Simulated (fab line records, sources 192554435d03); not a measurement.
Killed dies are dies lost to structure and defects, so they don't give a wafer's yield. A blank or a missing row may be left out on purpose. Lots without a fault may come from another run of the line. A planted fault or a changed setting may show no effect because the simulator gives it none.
fab line records | flow n5_finfet
record lots=4 wafers=12 last_day=18
route steps=1938 shown GATE_CUT@480 MOL_CONTACT_COAG@517 PASSIVATION@1936
lots that met no fault: from a run of the same line without faults
start_h: hours from the record's first day to the start of the lot's first wafer shown | wait_h: hours since the lot's step before | " the same as in the row above | L1.1+2: a row that stands for several wafers | - no value, or no start given | * or withheld: withheld | < > ~ a bound
route shown NAME@n: a module of which the file shows steps, and the number in the route of the first | usual: mean/standard deviation of fault-free wafers | same: alike in all rows | chamber/n: place in a boat | sites: the reading at each site | _std_site: their standard deviation | _edge_site: outer sites' mean less inner sites' | radius_mm: how far each site lies from the wafer's centre | mask NAME#n: copy n | behind: the tool/chamber that last shaped the wafer | hold: why the lot was held/for how many hours/how that ended | device: the transistor (n, p or np) that didn't switch | end of line: the same wafers' tests at the end of the route | a step without rows: its recipe alone | killed: dies lost to structure and defects at the first sort, not the wafer's yield | map: a wafer's dies, x killed, . not, _ none there
set.NAME: the setting as run; set.NAME@STEP: as run at that earlier step | model.NAME: the simulator's own value behind a step, which no gauge read
lots at some steps of the route; a table a step, a row a wafer
services: from which hour (start_h, from the record's first day; less than 0 if before it) a tool's chamber was out of use, for how many hours, and why
## steps
# step N5_GATE_CUT_COAT_27
# recipe resist=underlayer temp_c=205 time_s=60 spin_rpm=1500 resist_thk_nm=10
# step N5_GATE_CUT_COAT_07
# recipe resist=CAR-EUV spin_rpm=1500 resist_thk_nm=30
# step N5_GATE_CUT_EBR_09
# recipe solvent=PGMEA ebr_width_mm=1.5
# step N5_GATE_CUT_SOFTBAKE_08
# recipe temp_c=110 time_s=60 resist=CAR-EUV
# step N5_GATE_CUT_EXPOSE_10
# recipe mask_id=GATE_CUT na=0.33 source_shape=annular sigma_inner=0.35 sigma_outer=0.8 polarization=unpolarized target_cd_nm=20 dose_mj=43.25
# step N5_GATE_CUT_PEB_11
# recipe peb_temp_c=100 peb_time_s=60 resist=CAR-EUV
# step N5_GATE_CUT_DEVELOP_12
# recipe develop_time_s=30 developer=TMAH resist=CAR-EUV rinse_liquid=surfactant_rinse dry=air_spin dev_temp_c=23
# step N5_GATE_CUT_DESCUM_18
# recipe chemistry=O2 time_s=7 source_power_w=50 bias_power_w=20 pressure_mtorr=20 rf_frequency_hz=2.712e+07 temp_c=40 resist=CAR-EUV o2_flow_sccm=225
# step N5_GATE_CUT_ETCH_28
# recipe chemistry=N2/H2 target=underlayer target_depth_a=130 mask_material=CAR-EUV time_s=10.4 ion_energy_ev=200 pressure_mtorr=30 source_w=840 bias_w=150 n2_flow_sccm=200 h2_flow_sccm=200 ends=cleared
# step N5_GATE_CUT_ETCH_36
# recipe chemistry=CF4 target=SiARC target_depth_a=130 mask_material=CAR-EUV time_s=21.7 ion_energy_ev=80 pressure_mtorr=40 source_w=545 bias_w=36 Ar_flow_sccm=100 cf4_flow_sccm=100 ends=cleared
# usual drypump_motor_current_A=5.75/0.29 etch_rf_on_time_s=21.7/0.66 oes_product_au=0.67/0.061 rf_vpp_V=183.9/1.1 showerhead_plenum_p_Torr=2.13/0.068 throttle_valve_pct=15.58/0.26
# columns lot.wafer tool chamber start_h wait_h drypump_motor_current_A etch_rf_on_time_s oes_product_au rf_hours_counter_h rf_vpp_V showerhead_plenum_p_Torr throttle_valve_pct
L581.1 rie_diel-01 0 145.93 0.0 5.61 21.4 0.73 54 183.4 2.09 15.12
L581.3 " 0 " " 5.67 21.4 0.73 - 183.3 2.09 15.14
L581.5 " 0 " " 5.65 21.4 0.73 - 183.7 2.09 15.12
L583.3 rie_diel-05 0 158.66 0.0 5.80 21.9 0.63 178 182.9 2.12 15.71
L583.5 " 1 " " 5.19 21.8 0.63 - 183.1 2.05 15.90
L583.6 " 2 " " 5.66 23.1 0.59 - 183.8 2.11 16.01
L587.3 rie_diel-01 1 181.57 0.0 6.12 21.9 0.70 67 184.9 2.16 15.51
L587.5 " 1 " " 6.10 21.7 0.71 - 185.1 2.16 15.51
L587.6 " 0 " " 5.67 21.6 0.72 - 183.3 2.09 15.16
L590.2 rie_diel-01 3 200.28 0.0 5.84 20.7 0.83 5 184.0 2.20 15.24
L590.4 " 1 " " 6.11 21.6 0.71 74 184.6 2.16 15.51
L590.6 " 1 " " 6.13 21.5 0.71 - 182.6 2.16 15.52
# step N5_GATE_CUT_ETCH_37
# recipe chemistry=N2/H2 target=SOC target_depth_a=600 overetch_a=120 mask_material=SiARC temp_c=40 time_s=90 ion_energy_ev=200 pressure_mtorr=30 source_w=840 bias_w=150 n2_flow_sccm=200 h2_flow_sccm=200
# step N5_GATE_CUT_STRIP_38
# recipe chemistry=N2/H2 temp_c=40 n2_flow_sccm=200 h2_flow_sccm=200 rf_frequency_hz=6e+07
# step N5_GATE_CUT_STRIP_39
# recipe chemistry=N2/H2 temp_c=40 n2_flow_sccm=200 h2_flow_sccm=200 rf_frequency_hz=6e+07
# step N5_GATE_CUT_HM_OPEN_40
# recipe chemistry=C4F6/O2 target=SiO2 mask_material=SiARC target_depth_a=1390 time_s=85.1 ion_energy_ev=250 pressure_mtorr=30 source_w=345 bias_w=185 Ar_flow_sccm=300 C4F6_flow_sccm=10 O2_flow_sccm=10 ends=cleared
# step N5_GATE_CUT_STRIP_41
# recipe chemistry=CF4 resist=SiARC power_w=300 bias_power_w=75 pressure_mtorr=50 cf4_flow_sccm=150 rf_frequency_hz=6e+07
# step N5_GATE_CUT_STRIP_42
# recipe chemistry=O2 power_w=400 temp_c=40 pressure_mtorr=30 rf_frequency_hz=6e+07 bias_power_w=0 overash_fraction=0.3 o2_flow_sccm=225
# step N5_GATE_CUT_ETCH_19
# recipe chemistry=CH3F/O2 target=SiNx mask_material=SiO2 target_depth_a=537 time_s=76.7 pressure_mtorr=30 source_w=395 bias_w=73 Ar_flow_sccm=150 CH3F_flow_sccm=30 O2_flow_sccm=20 ion_energy_ev=120 ends=cleared
# step N5_GATE_CUT_CUT_ETCH_53
# recipe chemistry=SF6/Cl2 target=W mask_material=SiO2 target_depth_a=792 pressure_mtorr=8 icp_w=900 bias_w=80 SF6_flow_sccm=40 Cl2_flow_sccm=60 ends=cleared
# step N5_GATE_CUT_CUT_ETCH_54
# recipe chemistry=Cl2/BCl3 target=TiN mask_material=SiO2 target_depth_a=967 pressure_mtorr=10 icp_w=1000 bias_w=126 Cl2_flow_sccm=53.25 bcl3_flow_sccm=21.75 Ar_flow_sccm=25 ends=cleared
# step N5_GATE_CUT_CUT_ETCH_55
# recipe chemistry=BCl3 target=HfO2 mask_material=SiO2 target_depth_a=32 ion_energy_ev=30 pressure_mtorr=5 icp_w=450 bias_w=18 bcl3_flow_sccm=80
# step N5_GATE_CUT_ETCH_47
# recipe chemistry=Cl2/BCl3 target=SiO2 target_depth_a=100 pressure_mtorr=10 icp_w=1000 bias_w=126 Cl2_flow_sccm=53.25 bcl3_flow_sccm=21.75 Ar_flow_sccm=25
# step N5_GATE_CUT_VAPOR_ETCH_48
# recipe chemistry=BCl3/Cl2 target=TiN mode=isotropic
# step N5_GATE_CUT_VAPOR_ETCH_49
# recipe chemistry=BCl3/Cl2 target=TiAlC mode=isotropic
# step N5_GATE_CUT_VAPOR_ETCH_51
# recipe chemistry=BCl3/Cl2 target=HfO2 mode=isotropic
# step N5_GATE_CUT_STRIP_21
# recipe chemistry=N2/H2 time_s=30 power_w=1000 temp_c=250 pressure_mtorr=withheld n2_flow_sccm=1750 h2_flow_sccm=3250
# step N5_GATE_CUT_STRIP_29
# recipe chemistry=post_etch_residue_remover time_s=60 temp_c=25 remover_ph=withheld remover_water_wt_pct=withheld remover_fluoride_wt_pct=withheld
# step N5_GATE_CUT_SRD_52
# recipe dry=ipa_marangoni time_s=30 temp_c=23 rinse_liquid=diw
# step N5_GATE_CUT_ALD_22
# recipe material=SiNx target_thk_a=160 temp_c=400 ald_precursor_family=SiH2I2 ald_co_reactant=N2/H2-plasma pulse_time_s=1 ald_cycles=320 purge_time_s=2 co_reactant_purge_time_s=2 pressure_torr=2
# step N5_GATE_CUT_CMP_23
# recipe stop_on=SiO2 t_overpolish_s=23.4 post_cmp_clean=alkaline_brush down_force_psi=2.5 platen_rpm=51.8 pad_velocity_m_s=1.0307 target_thk_nm=16
# step N5_GATE_CUT_CMP_43
# recipe material=SiO2 post_cmp_clean=rinse_only
# step N5_GATE_CUT_CMP_61
# recipe stop_on=SiNx t_overpolish_s=3 post_cmp_clean=alkaline_brush down_force_psi=4 platen_rpm=27.09 pad_velocity_m_s=0.539
# step N5_MOL_CONTACT_COAG_COAT_103
# recipe resist=SOC temp_c=250 time_s=60 spin_rpm=1500 resist_thk_nm=80
# step N5_MOL_CONTACT_COAG_COAT_104
# recipe resist=SiARC temp_c=220 time_s=60 spin_rpm=1500 resist_thk_nm=12
# step N5_MOL_CONTACT_COAG_COAT_58
# recipe resist=underlayer temp_c=205 time_s=60 spin_rpm=1500 resist_thk_nm=10
# step N5_MOL_CONTACT_COAG_COAT_02
# recipe resist=CAR-EUV spin_rpm=1500 resist_thk_nm=30
# step N5_MOL_CONTACT_COAG_EBR_04
# recipe solvent=PGMEA ebr_width_mm=1.5
# step N5_PASSIVATION_PROBE_49
# usual defect_limited_yield=91.2/1.4 killed_at_M0_to_M3=34/9.3 killed_at_M4_up=14/5.9 killed_at_contacts=14/5.7 killed_at_front_end=38/10 killed_at_other=4/3.2 killed_dies=104/17 killed_open=67/13 killed_short=33/6.9 sort_bin_4_leakage=0/3.6 sort_bin_5_function=5.2/1 sort_bin_6_memory=3.3/0.61 sort_bin_8_speed=0.3/1.8 sort_n_pass=1069/52
# same gross_dies=1180 killed_at_back_side=0
# columns lot.wafer tool chamber start_h wait_h defect_limited_yield[%] killed_at_M0_to_M3 killed_at_M4_up killed_at_contacts killed_at_front_end killed_at_other killed_dies killed_open killed_short sort_bin_4_leakage[%] sort_bin_5_function[%] sort_bin_6_memory[%] sort_bin_8_speed[%] sort_n_pass
L583.3 prober-01 - 380.80 0.1 89.7 41 9 24 39 8 121 75 37 0 7.0 3.1 0 1059
L583.5 prober-01 - 380.90 0.2 91.8 37 6 17 33 4 97 55 37 0 4.9 3.0 2.3 1056
L583.6 prober-01 - 380.95 0.3 89.7 51 6 24 36 5 122 87 30 0 6.8 3.2 0 1058
L590.2 prober-02 - 417.83 0.1 86.7 32 17 11 94 3 157 79 31 0 8.8 3.6 0 1023
L590.4 prober-02 - 417.93 0.2 83.8 20 15 16 135 5 191 50 34 0 9.9 4.5 0.3 989
L590.6 prober-02 - 418.03 0.3 82.1 28 16 24 142 1 211 72 41 0 11.3 5.1 0 969
L587.3 prober-02 - 428.46 0.1 81.1 35 2 17 163 6 223 79 35 0 13.2 4.9 0 957
L587.5 prober-02 - 428.56 0.2 82.7 31 7 8 154 4 204 74 36 0 10.3 5.1 0 976
L587.6 prober-02 - 428.61 0.3 81.8 35 15 12 151 2 215 65 48 36 10.8 5.8 0 546
# killed by level:class
L583.3 MOL_CONTACT_COAG:geometric_particle:open=19 BEOL_M3:geometric_particle:open=14 STI_FIN_REVEAL:geometric_particle:open=7 FIN_SAQP:geometric_particle:open=6 GATE_CUT:geometric_particle:short=6 BEOL_M1:geometric_particle:open=6 BEOL_M2:geometric_particle:open=6 BEOL_M3:geometric_particle:short=6
L583.5 MOL_CONTACT_COAG:geometric_particle:open=13 FIN_SAQP:geometric_particle:short=8 BEOL_M2:geometric_particle:open=8 BEOL_M0_SAQP:geometric_particle:short=7 BEOL_M3:geometric_particle:open=6 FIN_SAQP:geometric_particle:open=4 DUMMY_GATE:geometric_particle:open=4 BEOL_M6:geometric_particle:open=4
L583.6 MOL_CONTACT_COAG:geometric_particle:open=20 BEOL_M3:geometric_particle:open=13 BEOL_M1:geometric_particle:open=11 DUMMY_GATE:geometric_particle:open=8 FIN_SAQP:geometric_particle:open=7 BEOL_M0_SAQP:geometric_particle:short=7 STI_FIN_REVEAL:geometric_particle:open=6 BEOL_M2:geometric_particle:open=6
L590.2 GATE_CUT:unspecified=44 DUMMY_GATE:geometric_particle:open=11 BEOL_M4:geometric_particle:open=11 MOL_CONTACT_COAG:geometric_particle:open=10 BEOL_M3:geometric_particle:open=9 STI_FIN_REVEAL:geometric_particle:open=8 GATE_CUT:geometric_particle:short=8 BEOL_M0_SAQP:geometric_particle:open=6
L590.4 GATE_CUT:unspecified=98 MOL_CONTACT_COAG:geometric_particle:open=13 FIN_SAQP:geometric_particle:short=9 GATE_CUT:geometric_particle:short=6 BEOL_M4:geometric_particle:open=6 FIN_SAQP:geometric_particle:open=4 GATE_CUT:geometric_particle:open=4 BEOL_M0_SAQP:geometric_particle:short=4
L590.6 GATE_CUT:unspecified=94 MOL_CONTACT_COAG:geometric_particle:open=16 GATE_CUT:geometric_particle:short=11 BEOL_M4:geometric_particle:open=10 FIN_SAQP:geometric_particle:short=8 FIN_SAQP:geometric_particle:open=7 GATE_CUT:geometric_particle:open=7 MOL_CONTACT_COAG:geometric_particle:short=7
L587.3 GATE_CUT:unspecified=99 STI_FIN_REVEAL:geometric_particle:open=25 BEOL_M0_SAQP:geometric_particle:short=11 BEOL_M0_SAQP:geometric_particle:open=9 FIN_SAQP:geometric_particle:open=8 BEOL_M2:geometric_particle:open=8 MOL_CONTACT_COAG:area_etch=8 MOL_CONTACT_COAG:geometric_particle:open=7
L587.5 GATE_CUT:unspecified=93 STI_FIN_REVEAL:geometric_particle:open=19 FIN_SAQP:geometric_particle:short=9 STI_FIN_REVEAL:geometric_particle:short=8 BEOL_M1:geometric_particle:open=8 BEOL_M2:geometric_particle:open=8 FIN_SAQP:geometric_particle:open=5 MOL_CONTACT_COAG:geometric_particle:open=5
L587.6 GATE_CUT:unspecified=98 STI_FIN_REVEAL:geometric_particle:open=21 FIN_SAQP:geometric_particle:short=11 GATE_CUT:geometric_particle:short=11 BEOL_M0_SAQP:geometric_particle:short=11 BEOL_M0_SAQP:geometric_particle:open=9 MOL_CONTACT_COAG:geometric_particle:open=7 FIN_SAQP:geometric_particle:open=5
# map L587.3 (x killed, . not)
_________________..x.....x...________________
______________x....xx..........._____________
___________.......x.............x.x__________
__________......x....x.......x...x.._________
________..x......x........x....xx....._______
_______x.......x..........x..x.x..x....______
______...x....................x........._____
_____.........x....x.....x...............____
____..x...x.x..............x....x.........___
___...xxxxxx....x..x...x...................__
___xxxxxxxxxxxx............x........x......__
__xxxxxxxxx.xxx..x............x........x...._
__xxxxxxxxxxxxx......x..x............x......_
_x..xxxxxxxxxxx.xx....x.........xx.x.xx......
_.xxxxxxxx.xxxx.x............x.............x.
_x.xxxxxxxxxxxxxx............................
_..xxxxxxxxx...................x.....x.......
_...xxx.xxx..x..............xx...............
_...xxx...x..........x..x.x..x.x.............
_.xx..........x...................xxx..x..x..
_....x.....................x...x.....x..x..x.
__x....x..............x..x............x...x._
__...........x................x..........x.._
___.x.........x..........................x.__
___x.............x.............xx.x......x.__
____.x..xx..x..x............x.............___
_____xx................x...x.............____
______..............x..........x..x....._____
_______x.......x.......................______
________.......x........x............._______
__________....xxx......x..x.....x..._________
___________...............x........__________
______________.................._____________
_________________......x.....________________
# map L590.6 (x killed, . not)
_________________...........x________________
______________......x.........x._____________
___________...........x.x..........__________
__________................x........._________
________..x..........................._______
_______.x............x................x______
______....x...x..x.......x...xx...x....._____
_____..x.......x..x..........x..x........____
____.....xx....xx.x...x..........x.x......___
___.xxx.xx.x.xxx.......xx......x...........__
___xx.xxxxx.xx..........x.....x.......x....__
__xxxxxxxxxx..x.............x.x.xx.........x_
__.xxxxxxxxxxx...........................x.._
_.xx.xxxxxxxx...x.............x.....x........
_x.xxxxxxxxx.x...........xx..xx..x.x.........
_xx.xxxxxxxxxx......x..................x.....
_..xx.xxxxxxx..........................x.....
_...xx..xxxxxx.................x.............
_...x.x.xx.x.xxxx.......x....x........x..x...
_xx........x........x.....x............x....x
_...x......x........x....x........x.........x
__x....................x.........x.........._
__...x........................x.........x..._
___.x.............x..x.....x..x...........x__
___..x..........xx.x.......................__
____......x...............................___
_____.........x..........x.x.............____
______......xx..........x..............._____
_______.x.....x......x.........x.......______
________........................x..x.._______
__________......x............x..x..._________
___________..x.......xx........x...__________
______________.....x......x..x.._____________
_________________.x..........________________
## services
# columns tool chamber start_h hours kind
rie_diel-01 2 137.63 13.2 repair
rie_diel-01 3 145.39 3.7 repair
rie_diel-01 3 150.88 - clean
rie_diel-01 3 150.88 - consumable_replace:focus_ring
rie_diel-01 3 150.88 19.4 scheduled_down
rie_diel-01 3 150.88 19.4 vent_cycle
rie_diel-05 3 162.96 6.1 repair
rie_diel-05 2 176.92 13.9 repair
rie_diel-01 3 191.61 6.5 repair
## key
first_sign step=N5_PASSIVATION_PROBE_49 reading=killed_at_front_end direction=up sigmas=9.7 usual=38 struck=140
effect step=N5_PASSIVATION_PROBE_49 reading=killed_dies direction=up sigmas=5.7 usual=104 struck=200
more_kills_born_at N5_GATE_CUT_ETCH_36@rie_diel-01=526
met_at N5_GATE_CUT_ETCH_36
struck_wafers L587.3,L587.5,L587.6,L590.2,L590.4,L590.6
onset_between 145.93 181.57
also_fits time
fault kind=chamber_particle_source tool=rie_diel-01 chamber=- onset_h=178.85 steps=N5_GATE_CUT_ETCH_36 rate_per_visit_cm2=0.38525 end_h=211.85
